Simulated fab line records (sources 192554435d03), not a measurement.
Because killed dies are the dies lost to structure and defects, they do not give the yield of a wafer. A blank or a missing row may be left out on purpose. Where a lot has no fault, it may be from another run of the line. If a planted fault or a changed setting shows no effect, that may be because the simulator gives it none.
Matching of chambers ; flow n5_finfet ; N5_MOL_CONTACT_COAG_ETCH_105 on rie_diel-06: 4 sister chambers
The step etches SiARC in CF4, target depth 15.6 nm, time 26 s. 8 wafers are shown with their chamber, then 7 later ones without.

EACH WAFER AND ITS CHAMBER
wafer;chamber;drypump_motor_current_A (A);showerhead_plenum_p_Torr (Torr)
L082.1;2;5.4;2.26
L082.4;1;6.7;2.07
L084.1;2;5.4;2.26
L088.3;3;5.2;2.25
L088.5;0;5.3;2.27
L088.6;1;6.7;2.06
L092.1;0;5.3;2.26
L092.3;3;5.1;2.24

WAFERS WHOSE CHAMBER IS MISSING
wafer;drypump_motor_current_A (A);showerhead_plenum_p_Torr (Torr)
L092.6;6.7;2.06
L096.1;5.4;2.25
L096.2;6.7;2.06
L096.6;6.7;2.06
L097.1;5.4;2.25
L097.3;5.1;2.24
L097.5;5.3;2.26

THE CHAMBER EACH PASSED THROUGH
wafer;from the rows above;in truth
L092.6;1;1
L096.1;2;2
L096.2;1;1
L096.6;1;1
L097.1;2;2
L097.3;3;3
L097.5;0;0
Correct placement for 7 of the 7. Number that these rows cannot place: 0. Wrongly placed: 0.
How it was worked out, from the rows above alone: a wafer's distance from a chamber is the root of the sum, over the readings, of the square of ((its reading less the chamber's mean) divided by the reading's scatter). If the next closest chamber is less than 2 further off than the closest, the wafer can't be placed; otherwise it belongs to the closest. Each chamber's mean is taken over the wafers shown for it. The scatter: the root of (the sum of the squares of (reading less its chamber's mean) over the shown wafers, divided by (wafers less chambers)).
